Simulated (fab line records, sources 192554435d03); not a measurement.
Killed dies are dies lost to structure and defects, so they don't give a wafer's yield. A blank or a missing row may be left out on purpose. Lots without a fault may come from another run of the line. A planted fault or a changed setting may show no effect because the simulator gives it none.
Chamber matching | flow n5_finfet | N5_BEOL_M11_ETCH_62 on rie_diel-05: 4 sister chambers
The step etches SOC in N2/H2, target depth 110 nm, overetch 22 nm, time 165 s. 16 wafers are shown with their chamber, then 8 later ones without.

WAFERS WITH THEIR CHAMBER
wafer  | chamber | showerhead_plenum_p_Torr (Torr) | throttle_valve_pct (%) | oes_product_au (a.u.)
L077.1 | 2       | 2.60                            | 17.51                  | 0.72
L077.4 | 0       | 2.40                            | 17.99                  | 0.58
L077.6 | 1       | 2.34                            | 17.91                  | 0.65
L081.3 | 3       | 2.42                            | 17.81                  | 0.61
L081.5 | 1       | 2.34                            | 17.93                  | 0.64
L081.6 | 0       | 2.40                            | 18.01                  | 0.58
L083.2 | 3       | 2.42                            | 17.82                  | 0.61
L083.5 | 1       | 2.34                            | 17.95                  | 0.65
L083.6 | 0       | 2.40                            | 18.00                  | 0.58
L082.1 | 3       | 2.42                            | 17.81                  | 0.61
L082.3 | 1       | 2.34                            | 17.94                  | 0.64
L082.6 | 0       | 2.40                            | 18.00                  | 0.58
L087.1 | 2       | 2.59                            | 17.54                  | 0.70
L087.3 | 3       | 2.42                            | 17.84                  | 0.61
L087.4 | 3       | 2.42                            | 17.84                  | 0.61
L092.2 | 3       | 2.41                            | 17.87                  | 0.60

SIGNATURES (means of the wafers above)
reading                  | chamber 0 | chamber 1 | chamber 2 | chamber 3 | scatter within a chamber
showerhead_plenum_p_Torr | 2.4000    | 2.3400    | 2.5950    | 2.4183    | 0.00333
throttle_valve_pct       | 18.0000   | 17.9325   | 17.5250   | 17.8317   | 0.0187
oes_product_au           | 0.5800    | 0.6450    | 0.7100    | 0.6083    | 0.00565
Rule: a wafer's distance from a chamber is the root of the sum, over the readings, of the square of ((its reading less the chamber's mean) divided by the reading's scatter). The wafer belongs to the nearest chamber; if the next one is less than 2 further off, it can't be placed. The scatter: the root of (the sum of the squares of (reading less its chamber's mean) over the shown wafers, divided by (wafers less chambers)).

WAFERS WITHOUT THEIR CHAMBER
wafer  | showerhead_plenum_p_Torr (Torr) | throttle_valve_pct (%) | oes_product_au (a.u.)
L092.4 | 2.59                            | 17.57                  | 0.69
L092.5 | 2.71                            | 17.53                  | 0.79
L096.1 | 2.59                            | 17.55                  | 0.68
L096.4 | 2.41                            | 17.86                  | 0.60
L096.5 | 2.59                            | 17.58                  | 0.69
L097.3 | 2.70                            | 17.54                  | 0.77
L097.4 | 2.41                            | 17.88                  | 0.60
L097.5 | 2.70                            | 17.53                  | 0.77

WHICH CHAMBER EACH WENT THROUGH
wafer  | from the rows above | in truth
L092.4 | 2                   | 2
L092.5 | 2                   | 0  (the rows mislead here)
L096.1 | 2                   | 2
L096.4 | 3                   | 3
L096.5 | 2                   | 2
L097.3 | 2                   | 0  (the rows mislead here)
L097.4 | 3                   | 3
L097.5 | 2                   | 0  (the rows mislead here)
Placed correctly: 5 of 8. Can't be placed from these rows: 0. Placed wrongly: 3.
